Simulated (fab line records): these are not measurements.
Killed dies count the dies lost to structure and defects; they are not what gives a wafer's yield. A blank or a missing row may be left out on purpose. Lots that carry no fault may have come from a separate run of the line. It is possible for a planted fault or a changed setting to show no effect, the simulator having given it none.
fab line records -- flow n5-finfet
record: lots: 9, wafers: 27, last-day: 17
route steps=1938 shown BEOL_M11@1575 BEOL_M12@1602 PASSIVATION@1936
lots untouched by any fault: they come from a run of this same line in which no faults occurred
start-h: hours from the record's first day to the start of the lot's first wafer shown -- wait-h: hours elapsed since this lot's preceding step -- " repeats the value in the row above -- L1.1+2: one row covering several wafers at once -- - no value present, or no start provided -- * or withheld: withheld -- < > ~ a bound
route shown NAME@n: a module of which the file shows steps, and the number in the route of the first -- usual: mean and standard deviation over wafers with no fault -- same: alike in all rows -- chamber/n: place in a boat -- sites: readings site by site -- _std_site: their standard deviation -- _edge_site: the outer-site mean with the inner-site mean subtracted -- radius-mm: for every site, how far away it sits from the centre of the wafer -- mask NAME#n: copy n -- behind: the tool/chamber that last shaped the wafer -- hold: cause of the lot's hold/its duration in hours/its outcome -- device: names the non-switching transistor (n, p or np) -- end of line: at the end of the route, the tests of the same wafers -- a step given without rows: its recipe and nothing more -- killed: dies lost to structure and defects at the first sort, not the wafer's yield -- map: a wafer's dies, marking killed ones x, the rest . and places with no die _
set.NAME: the run value of the setting; set.NAME@STEP: its run value at that earlier step -- model.NAME: the simulator's own value behind a step, which no gauge read
the route's steps for a sample of lots (tables are steps, rows are wafers)
services: a tool's chamber out of use, with start hour (start-h, from the record's first day; less than 0 if before it), hours out, and reason
== steps ==
step: N5_BEOL_M11_VIA_ETCH_34
recipe: chemistry: C4F6/O2, target: SiCOH_lowk, target-depth-a: 1845, mask-material: SOC, taper-deg: 4, time-s: 69.2, ion-energy-ev: 250, pressure-mtorr: 30, source-w: 345, bias-w: 185, Ar_flow_sccm: 300, C4F6_flow_sccm: 10, O2_flow_sccm: 10
usual: drypump-motor-current-A: 5.6/0.5, oes-product-au: 0.78/0.088, rf-vpp-V: 669/10, showerhead-plenum-p-Torr: 2.90/0.1, throttle-valve-pct: 20.94/0.25
same: time-s: 69.2
lot.wafer,tool,chamber,start-h,wait-h,drypump-motor-current-A,oes-product-au,rf-hours-counter-h,rf-vpp-V,showerhead-plenum-p-Torr,throttle-valve-pct
L535.2,rie-diel-02,2,222.10,0.0,5.0,0.93,15,689,3.05,20.71
L535.3,rie-diel-02,0,222.10,0.0,5.2,0.73,170,653,2.93,21.23
L535.4,rie-diel-02,3,222.10,0.0,5.5,0.74,165,663,2.95,21.10
L536.2,rie-diel-02,1,223.93,0.0,5.6,0.96,13,669,2.99,20.94
L536.4,rie-diel-02,2,223.93,0.0,5.0,0.93,16,689,3.05,20.74
L536.5,rie-diel-02,2,223.93,0.0,5.0,0.93,-,689,3.05,20.73
L537.1,rie-diel-02,0,227.88,0.0,5.2,0.72,171,657,2.93,21.22
L537.3,rie-diel-02,2,227.88,0.0,5.0,0.93,16,689,3.05,20.72
L537.4,rie-diel-02,1,227.88,0.0,5.6,0.96,14,666,2.99,20.97
L544.1,rie-diel-05,3,290.12,0.0,5.6,0.70,197,672,2.95,20.78
L544.2,rie-diel-05,1,290.12,0.0,5.7,0.81,79,679,2.86,20.84
L544.4,rie-diel-05,2,290.12,0.0,5.0,0.70,224,665,2.94,21.48
L546.2,rie-diel-05,1,301.21,0.0,5.7,0.81,82,680,2.85,20.85
L546.3,rie-diel-05,0,301.21,0.0,6.2,0.70,253,667,2.67,21.06
L546.6,rie-diel-05,2,301.21,0.0,5.0,0.69,-,665,2.94,21.49
L545.1,rie-diel-06,1,301.28,0.0,6.6,0.82,72,669,2.98,20.54
L545.3,rie-diel-06,2,301.28,0.0,5.9,0.90,20,654,2.77,20.74
L545.6,rie-diel-06,2,301.28,0.0,5.9,0.89,-,652,2.77,20.74
L550.1,rie-diel-05,1,311.03,0.0,5.7,0.81,86,680,2.85,20.83
L550.5,rie-diel-05,2,311.03,0.0,5.0,0.69,-,665,2.94,21.49
L550.6,rie-diel-05,1,311.03,0.0,5.7,0.81,-,680,2.85,20.84
L551.1,rie-diel-02,2,316.83,0.0,5.0,0.88,40,688,3.04,20.75
L551.3,rie-diel-02,1,316.83,0.0,5.6,0.91,38,667,2.98,21.00
L551.5,rie-diel-02,1,316.83,0.0,5.6,0.90,-,668,2.98,21.00
L557.1,rie-diel-05,1,364.64,0.0,5.7,0.79,106,680,2.84,20.87
L557.2,rie-diel-05,0,364.64,0.0,6.2,0.93,9,679,3.01,20.72
L557.3,rie-diel-05,3,364.64,0.0,5.6,0.69,221,671,2.94,20.82
step: N5_BEOL_M11_ALD_74
recipe: material: TaN, target-thk-a: 20, temp-c: 275, ald-precursor-family: PDMAT, ald-co-reactant: NH3, pressure-torr: 3, carrier-flow-sccm: 1500, pulse-time-s: 2, purge-time-s: 3, co-reactant-purge-time-s: 2, co-reactant-pulse-time-s: 3, ald-cycles: 40, precursor-vessel-temp-c: 75, precursor-vessel-pressure-torr: 26.25, precursor-vessel-carrier-sccm: 1000
usual: heater-power-outer-w: 228/27, heater-power-w: 419/42
lot.wafer,tool,chamber,start-h,wait-h,heater-power-outer-w,heater-power-w,since-wet-clean-h
L535.2,ald-metal-03,0,223.96,0.1,231,421,2964
L535.3,ald-metal-03,2,223.96,0.1,255,421,2964
L535.4,ald-metal-03,3,223.96,0.1,269,481,2964
L536.2,ald-metal-03,0,224.90,0.0,227,433,2965
L536.4,ald-metal-03,1,224.90,0.0,191,351,2965
L536.5,ald-metal-03,1,224.90,0.0,193,363,-
L537.1,ald-metal-04,3,228.97,0.1,214,379,6046
L537.3,ald-metal-04,2,228.97,0.1,262,434,6046
L537.4,ald-metal-04,0,228.97,0.1,231,426,6046
L544.1,ald-metal-03,1,292.40,0.2,191,364,3032
L544.2,ald-metal-03,2,292.40,0.2,250,416,3032
L544.4,ald-metal-03,2,292.40,0.2,248,426,-
L546.2,ald-metal-02,1,302.15,0.0,217,423,1503
L546.3,ald-metal-02,3,302.15,0.0,262,473,1503
L546.6,ald-metal-02,1,302.15,0.0,216,421,-
L545.1,ald-metal-03,0,302.53,0.0,240,416,3042
L545.3,ald-metal-03,3,302.53,0.0,260,467,3042
L545.6,ald-metal-03,2,302.53,0.0,256,424,-
L550.1,ald-metal-02,2,312.31,0.1,226,411,1514
L550.5,ald-metal-02,2,312.31,0.1,222,405,-
L550.6,ald-metal-02,3,312.31,0.1,262,498,-
L551.1,ald-metal-02,2,317.89,0.1,220,423,1519
L551.3,ald-metal-02,3,317.89,0.1,260,489,1519
L551.5,ald-metal-02,2,317.89,0.1,227,422,-
L557.1,ald-metal-02,1,365.88,0.0,222,416,1567
L557.2,ald-metal-02,3,365.88,0.0,262,485,1567
L557.3,ald-metal-02,0,365.88,0.0,181,345,1567
step: N5_BEOL_M12_ILD_DEP_00
recipe: material: SiOC, target-thk-a: 6589.2, temp-c: 350, precursor: DEMS/O2, pressure-torr: 5, rf-w: 500, time-s: 130.7
usual: heater-power-outer-w: 251/65, heater-power-w: 458/95, showerhead-plenum-p-Torr: 5.699/0.017, throttle-valve-pct: 12.1/0.42
lot.wafer,tool,chamber,start-h,wait-h,heater-power-outer-w,heater-power-w,showerhead-plenum-p-Torr,since-wet-clean-h,throttle-valve-pct
L535.2,pecvd-03,2,225.62,0.0,175,357,5.689,357,12.4
L535.3,pecvd-03,1,225.62,0.0,381,603,5.718,1836,12.5
L535.4,pecvd-03,0,225.62,0.0,245,385,5.674,-,12.5
L536.2,pecvd-02,2,226.89,0.0,152,334,5.701,539,11.5
L536.4,pecvd-02,2,226.89,0.0,173,364,5.705,-,11.5
L536.5,pecvd-02,1,226.89,0.0,217,437,5.698,-,12.3
L537.1,pecvd-03,2,230.73,0.0,165,338,5.689,362,12.4
L537.3,pecvd-03,0,230.73,0.0,208,348,5.680,1116,12.3
L537.4,pecvd-03,1,230.73,0.0,295,498,5.705,-,12.6
L544.1,pecvd-02,2,294.28,0.0,162,343,5.691,607,11.6
L544.2,pecvd-02,1,294.28,0.0,221,434,5.689,2086,12.3
L544.4,pecvd-02,2,294.28,0.0,177,368,5.685,-,11.6
L546.2,pecvd-03,2,304.10,0.0,179,346,5.694,435,12.6
L546.3,pecvd-03,0,304.10,0.0,196,320,5.657,1189,12.2
L546.6,pecvd-03,2,304.10,0.0,186,364,5.691,-,12.5
L545.1,pecvd-02,0,305.40,0.0,293,579,5.723,1372,11.4
L545.3,pecvd-02,1,305.40,0.0,225,448,5.698,2097,12.3
L545.6,pecvd-02,0,305.40,0.0,309,574,5.731,-,11.8
L550.1,pecvd-03,1,315.27,0.0,377,594,5.697,1925,12.4
L550.5,pecvd-03,0,315.27,0.0,257,388,5.671,-,12.6
L550.6,pecvd-03,2,315.27,0.0,139,306,5.684,-,12.4
L551.1,pecvd-03,1,319.65,0.0,368,582,5.691,1930,12.5
L551.3,pecvd-03,0,319.65,0.0,221,356,5.684,1205,12.4
L551.5,pecvd-03,0,319.65,0.0,239,379,5.663,-,12.5
L557.1,pecvd-02,0,367.58,0.0,296,569,5.717,1434,11.9
L557.2,pecvd-02,2,367.58,0.0,175,361,5.685,680,11.5
L557.3,pecvd-02,1,367.58,0.0,176,366,5.697,2159,12.1
step: N5_BEOL_M12_THK_MEAS_01
recipe: reads: SiOC_of_BEOL_M12_ILD_DEP_00
usual: M12_ILD_THK: 662/10
lot.wafer,tool,chamber,start-h,wait-h,M12_ILD_THK[nm]
L535.2,film-metro-01,-,225.76,0.1,633
L535.3,film-metro-01,-,225.76,0.1,641
L535.4,film-metro-01,-,225.76,0.1,663
L536.2,film-metro-02,-,227.02,0.1,650
L536.4,film-metro-02,-,227.02,0.1,659
L536.5,film-metro-02,-,227.02,0.1,663
L537.1,film-metro-01,-,230.86,0.1,644
L537.3,film-metro-01,-,230.86,0.1,656
L537.4,film-metro-01,-,230.86,0.1,660
L544.1,film-metro-01,-,294.42,0.1,652
L544.2,film-metro-01,-,294.42,0.1,663
L544.4,film-metro-01,-,294.42,0.1,666
L546.2,film-metro-01,-,304.23,0.1,650
L546.3,film-metro-01,-,304.23,0.1,654
L546.6,film-metro-01,-,304.23,0.1,667
L545.1,film-metro-01,-,305.53,0.1,666
L545.3,film-metro-01,-,305.53,0.1,670
L545.6,film-metro-01,-,305.53,0.1,678
L550.1,film-metro-01,-,315.40,0.1,642
L550.5,film-metro-01,-,315.40,0.1,666
L550.6,film-metro-01,-,315.40,0.1,654
L551.1,film-metro-02,-,319.78,0.1,639
L551.3,film-metro-02,-,319.78,0.1,701
L551.5,film-metro-02,-,319.78,0.1,665
L557.1,film-metro-01,-,367.71,0.1,664
L557.2,film-metro-01,-,367.71,0.1,651
L557.3,film-metro-01,-,367.71,0.1,666
step: N5_BEOL_M12_DESCUM_15
recipe: chemistry: O2, time-s: 7.9, source-power-w: 50, bias-power-w: 20, pressure-mtorr: 20, rf-frequency-hz: 2.712e+07, temp-c: 40, o2-flow-sccm: 225
usual: drypump-motor-current-A: 5.7/0.38, oes-product-au: 0.79/0.089, rf-vpp-V: 243.4/1.2, showerhead-plenum-p-Torr: 2.11/0.051, throttle-valve-pct: 20.39/0.25
same: time-s: 7.9
lot.wafer,tool,chamber,start-h,wait-h,drypump-motor-current-A,oes-product-au,rf-hours-counter-h,rf-vpp-V,showerhead-plenum-p-Torr,throttle-valve-pct
L535.2,rie-diel-04,0,226.27,0.0,6.1,0.73,189,244.4,2.09,20.79
L535.3,rie-diel-04,3,226.27,0.0,6.0,0.70,226,244.1,2.16,20.47
L535.4,rie-diel-04,1,226.27,0.0,6.0,0.83,-,243.6,2.12,20.59
L536.2,rie-diel-04,3,227.75,0.2,5.9,0.70,227,243.9,2.16,20.46
L536.4,rie-diel-04,1,227.75,0.2,6.0,0.83,-,245.2,2.12,20.56
L536.5,rie-diel-04,0,227.75,0.2,6.1,0.73,-,243.8,2.09,20.81
L537.1,rie-diel-04,3,231.32,0.1,5.9,0.71,229,244.8,2.16,20.48
L537.3,rie-diel-04,1,231.32,0.1,6.0,0.83,61,243.8,2.12,20.58
L537.4,rie-diel-04,0,231.32,0.1,6.1,0.73,-,241.7,2.09,20.81
L544.1,rie-diel-01,1,294.81,0.0,5.1,0.96,5,244.5,2.16,20.19
L544.2,rie-diel-01,2,294.81,0.0,4.8,0.68,227,242.3,1.99,20.70
L544.4,rie-diel-01,0,294.81,0.0,5.8,0.72,209,243.9,2.09,20.47
L546.2,rie-diel-03,2,304.62,0.0,5.2,0.74,209,243.7,2.07,20.28
L546.3,rie-diel-03,3,304.62,0.0,5.9,0.89,29,243.5,2.16,20.26
L546.6,rie-diel-03,3,304.62,0.0,5.9,0.90,-,243.8,2.16,20.25
L545.1,rie-diel-03,3,306.02,0.1,5.9,0.89,29,243.9,2.16,20.27
L545.3,rie-diel-03,2,306.02,0.1,5.2,0.74,210,243.0,2.07,20.30
L545.6,rie-diel-03,1,306.02,0.1,5.4,0.72,-,243.8,2.08,20.23
L550.1,rie-diel-04,3,316.29,0.4,5.9,1.01,2,243.9,2.15,20.17
L550.5,rie-diel-04,3,316.29,0.4,5.9,1.02,-,242.7,2.15,20.18
L550.6,rie-diel-04,2,316.29,0.4,6.1,0.88,-,242.5,2.06,20.07
L551.1,rie-diel-03,3,321.33,1.1,5.9,0.88,36,244.0,2.16,20.27
L551.3,rie-diel-03,0,321.33,1.1,5.3,0.75,149,243.6,2.19,20.27
L551.5,rie-diel-03,0,321.33,1.1,5.3,0.75,-,243.8,2.19,20.27
L557.1,rie-diel-04,2,369.58,1.4,6.1,0.83,61,242.4,2.05,20.11
L557.2,rie-diel-04,0,369.58,1.4,6.1,0.68,249,241.1,2.07,20.89
L557.3,rie-diel-04,1,369.58,1.4,6.0,0.75,118,244.9,2.10,20.68
step: N5_BEOL_M12_STRIP_63
recipe: chemistry: N2/H2, power-w: 1000, temp-c: 250, h2-frac: 0.65, overash-fraction: 0.3, pressure-mtorr: 1000, n2-flow-sccm: 1750, h2-flow-sccm: 3250
usual: drypump-motor-current-A: 5.9/0.68, heater-power-w: 348/21, oes-product-au: 0.692/0.0047, strip-time-to-endpoint-s: 42.2/1
lot.wafer,tool,chamber,start-h,wait-h,drypump-motor-current-A,heater-power-w,oes-product-au,rf-hours-counter-h,strip-time-to-endpoint-s
L535.2,plasma-asher-01,0,226.56,-,6.2,338,0.697,113,45.3
L535.3,plasma-asher-01,0,226.56,-,6.1,324,0.695,-,44.7
L535.4,plasma-asher-01,1,226.56,-,4.9,336,0.693,-,42.5
L536.2,plasma-asher-01,1,228.03,-,4.9,329,0.695,113,43.4
L536.4,plasma-asher-01,1,228.03,-,4.9,337,0.691,-,42.2
L536.5,plasma-asher-01,1,228.03,-,4.9,336,0.687,-,42.4
L537.1,plasma-asher-02,0,231.61,-,6.8,338,0.702,67,43.5
L537.3,plasma-asher-02,1,231.61,-,5.7,382,0.692,-,42.0
L537.4,plasma-asher-02,0,231.61,-,6.8,335,0.692,-,42.3
L544.1,plasma-asher-01,1,295.09,-,4.8,340,0.696,125,42.6
L544.2,plasma-asher-01,0,295.09,-,6.1,331,0.692,125,42.7
L544.4,plasma-asher-01,1,295.09,-,4.9,334,0.704,-,42.8
L546.2,plasma-asher-01,0,304.90,-,6.1,330,0.700,126,43.2
L546.3,plasma-asher-01,0,304.90,-,6.1,333,0.695,-,42.9
L546.6,plasma-asher-01,1,304.90,-,4.9,336,0.684,-,41.5
L545.1,plasma-asher-01,0,306.30,-,6.1,337,0.693,127,41.6
L545.3,plasma-asher-01,1,306.30,-,4.9,333,0.687,-,41.7
L545.6,plasma-asher-01,0,306.30,-,6.1,331,0.684,-,41.9
L550.1,plasma-asher-02,1,316.57,-,5.7,374,0.692,84,43.2
L550.5,plasma-asher-02,1,316.57,-,5.7,384,0.691,-,41.2
L550.6,plasma-asher-02,0,316.57,-,6.8,338,0.689,-,42.4
L551.1,plasma-asher-02,1,321.72,-,5.7,375,0.690,85,43.2
L551.3,plasma-asher-02,1,321.72,-,5.7,369,0.681,-,38.9
L551.5,plasma-asher-02,0,321.72,-,6.8,331,0.690,-,41.6
L557.1,plasma-asher-02,0,369.86,-,6.8,336,0.691,95,42.4
L557.2,plasma-asher-02,1,369.86,-,5.7,382,0.692,95,44.3
L557.3,plasma-asher-02,1,369.86,-,5.7,376,0.693,-,43.0
step: N5_PASSIVATION_PROBE_49
usual: defect-limited-yield: 91.4/1.4, killed_at_M0_to_M3: 31/10, killed_at_M4_up: 14/5.6, killed-at-contacts: 13/6.3, killed-at-front-end: 39/10, killed-at-other: 4/3.1, killed-dies: 101/16, killed-open: 65/13, killed-short: 34/7.2, sort_bin_5_function: 5.1/0.88, sort_bin_6_memory: 3.2/0.66, sort-n-pass: 1079/16, sort-yield-pct: 91.4/1.4
same: gross-dies: 1180, killed-at-back-side: 0, sort_bin_4_leakage[%]: 0, sort_bin_8_speed[%]: 0
lot.wafer,tool,chamber,start-h,wait-h,defect-limited-yield[%],killed_at_M0_to_M3,killed_at_M4_up,killed-at-contacts,killed-at-front-end,killed-at-other,killed-dies,killed-open,killed-short,sort_bin_5_function[%],sort_bin_6_memory[%],sort-n-pass,sort-yield-pct[%]
L546.2,prober-01,-,340.85,0.1,93.1,22,13,11,33,3,82,45,35,3.8,2.9,1098,93.1
L546.3,prober-01,-,340.90,0.1,89.0,38,33,2,54,3,130,90,39,6.9,3.5,1050,89.0
L546.6,prober-01,-,341.05,0.3,87.8,52,17,17,57,1,144,99,44,7.3,4.2,1036,87.8
L545.1,prober-01,-,344.96,0.0,92.5,33,14,16,24,2,89,61,28,3.9,3.2,1091,92.5
L545.3,prober-01,-,345.06,0.1,93.0,21,17,8,36,1,83,65,18,4.3,2.6,1097,93.0
L545.6,prober-01,-,345.21,0.3,92.8,28,20,11,26,0,85,57,28,4.7,2.3,1095,92.8
L551.1,prober-02,-,361.99,0.0,91.6,16,15,25,43,0,99,63,36,4.5,3.6,1081,91.6
L551.5,prober-02,-,362.19,0.2,90.8,24,18,21,44,1,108,67,39,5.1,3.6,1072,90.8
L550.1,prober-01,-,362.12,0.0,92.0,21,21,15,36,1,94,57,33,4.5,3.2,1086,92.0
L550.5,prober-01,-,362.32,0.2,91.9,30,17,13,33,3,96,65,29,4.9,2.6,1084,91.9
L550.6,prober-01,-,362.37,0.3,92.1,22,20,15,36,0,93,64,26,5.2,2.5,1087,92.1
killed by level:class
L546.2 FIN_SAQP:geometric-particle:short=9 MOL_CONTACT_COAG:geometric-particle:open=8 BEOL_M1:geometric-particle:open=7 BEOL_M4:geometric-particle:open=7 STARTING-WAFER:geometric-particle:short=6 DUMMY_GATE:geometric-particle:open=5 FIN_SAQP:geometric-particle:open=4 BEOL_M0_SAQP:geometric-particle:short=4
L546.3 BEOL_M4:geometric-particle:open=21 FIN_SAQP:geometric-particle:open=13 BEOL_M1:geometric-particle:open=12 FIN_SAQP:geometric-particle:short=11 GATE_CUT:geometric-particle:open=8 GATE_CUT:geometric-particle:short=6 BEOL_M0:geometric-particle:open=6 BEOL_M3:geometric-particle:open=6
L546.6 FIN_SAQP:geometric-particle:open=15 BEOL_M1:geometric-particle:open=14 STI_FIN_REVEAL:geometric-particle:open=12 MOL_CONTACT_COAG:geometric-particle:open=11 BEOL_M2:geometric-particle:open=9 BEOL_M4:geometric-particle:open=9 BEOL_M3:geometric-particle:open=8 FIN_SAQP:geometric-particle:short=7
L545.1 MOL_CONTACT_COAG:geometric-particle:open=13 BEOL_M3:geometric-particle:open=7 FIN_SAQP:geometric-particle:open=6 BEOL_M4:geometric-particle:open=6 BEOL_M1:geometric-particle:open=6 BEOL_M2:geometric-particle:open=5 STI_FIN_REVEAL:geometric-particle:open=4 BEOL_M0_SAQP:geometric-particle:open=4
L545.3 STI_FIN_REVEAL:geometric-particle:open=14 MOL_CONTACT_COAG:geometric-particle:open=8 BEOL_M2:geometric-particle:open=7 BEOL_M4:geometric-particle:open=7 FIN_SAQP:geometric-particle:open=5 BEOL_M0_SAQP:geometric-particle:open=4 STARTING-WAFER:geometric-particle:open=4 FIN_SAQP:geometric-particle:short=3
L545.6 BEOL_M4:geometric-particle:open=11 MOL_CONTACT_COAG:geometric-particle:open=8 BEOL_M0_SAQP:geometric-particle:short=8 STI_FIN_REVEAL:geometric-particle:open=7 DUMMY_GATE:geometric-particle:open=4 BEOL_M0_SAQP:geometric-particle:open=4 BEOL_M1:geometric-particle:open=4 BEOL_M3:geometric-particle:open=4
L551.1 MOL_CONTACT_COAG:geometric-particle:open=19 FIN_SAQP:geometric-particle:short=9 BEOL_M4:geometric-particle:open=9 FIN_SAQP:geometric-particle:open=8 GATE_CUT:geometric-particle:short=8 MOL_CONTACT_COAG:geometric-particle:short=6 BEOL_M0_SAQP:geometric-particle:open=5 STARTING-WAFER:geometric-particle:open=5
L550.1 MOL_CONTACT_COAG:geometric-particle:open=10 BEOL_M4:geometric-particle:open=8 DUMMY_GATE:geometric-particle:short=6 DUMMY_GATE:geometric-particle:open=6 GATE_CUT:geometric-particle:short=6 BEOL_M0_SAQP:geometric-particle:open=6 MOL_CONTACT_COAG:geometric-particle:short=5 BEOL_M3:geometric-particle:short=5
L551.5 MOL_CONTACT_COAG:geometric-particle:open=20 FIN_SAQP:geometric-particle:short=17 BEOL_M4:geometric-particle:open=9 BEOL_M0_SAQP:geometric-particle:short=8 FIN_SAQP:geometric-particle:open=6 GATE_CUT:geometric-particle:short=6 BEOL_M0_SAQP:geometric-particle:open=6 BEOL_M2:geometric-particle:open=6
L550.5 MOL_CONTACT_COAG:geometric-particle:open=10 FIN_SAQP:geometric-particle:open=9 BEOL_M0_SAQP:geometric-particle:open=7 BEOL_M0_SAQP:geometric-particle:short=7 BEOL_M1:geometric-particle:open=6 BEOL_M5:geometric-particle:open=6 FIN_SAQP:geometric-particle:short=4 STI_FIN_REVEAL:geometric-particle:open=4
L550.6 BEOL_M4:geometric-particle:open=11 MOL_CONTACT_COAG:geometric-particle:open=10 FIN_SAQP:geometric-particle:open=8 DUMMY_GATE:geometric-particle:open=6 BEOL_M3:geometric-particle:short=6 MOL_CONTACT_COAG:geometric-particle:short=5 BEOL_M0_SAQP:geometric-particle:open=5 BEOL_M3:geometric-particle:open=5
== services ==
tool,chamber,start-h,hours,kind
rie-diel-02,2,209.65,5.9,repair
rie-diel-03,-,211.67,1.7,repair
ald-metal-02,-,220.53,14.6,pm
ald-metal-03,-,234.39,8.7,pm
ald-metal-02,1,241.83,1.8,repair
ald-metal-03,3,243.38,8.7,repair
pecvd-03,-,258.70,26.5,repair
plasma-asher-01,-,284.35,3.4,repair
rie-diel-04,1,287.30,4.7,repair
ald-metal-03,0,291.00,3.5,repair
rie-diel-03,3,291.56,6.8,repair
rie-diel-03,-,293.56,1.1,repair
rie-diel-03,0,296.71,5.3,repair
pecvd-02,-,297.64,0.7,repair
rie-diel-05,0,302.92,10.6,repair
rie-diel-04,-,308.37,4.3,pm
rie-diel-04,3,321.46,9.9,repair
rie-diel-02,2,330.09,1.6,repair
pecvd-03,-,344.05,0.4,repair
ald-metal-02,2,349.32,19.5,repair
plasma-asher-01,-,351.36,2.0,repair
rie-diel-05,2,353.39,15.3,repair
rie-diel-04,0,360.70,5.8,repair
rie-diel-04,3,368.33,39.2,repair
== key ==
first-sign: step: N5_BEOL_M12_THK_MEAS_01, reading: M12_ILD_THK, direction: up, sigmas: 3.7, usual: 662, struck: 701
effect: step: N5_BEOL_M12_STRIP_63, reading: strip-time-to-endpoint-s, direction: down, sigmas: 3.3, usual: *, struck: *
met-at N5_BEOL_M12_ILD_DEP_00
struck-lots L551
struck-wafers L551.3
not-acting-at N5_BEOL_M11_VIA_ETCH_34,N5_BEOL_M11_ALD_74,N5_BEOL_M12_DESCUM_15
onset-between 315.27 319.65
fault: kind: process-parameter-drift, tool: pecvd-03, chamber: -, onset-h: 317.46, steps: N5_BEOL_M12_ILD_DEP_00, channel: target-thk-a, offset: *, shape: step, end-h: 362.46, scope: struck-wafers-only, acts-in: *, stated: *
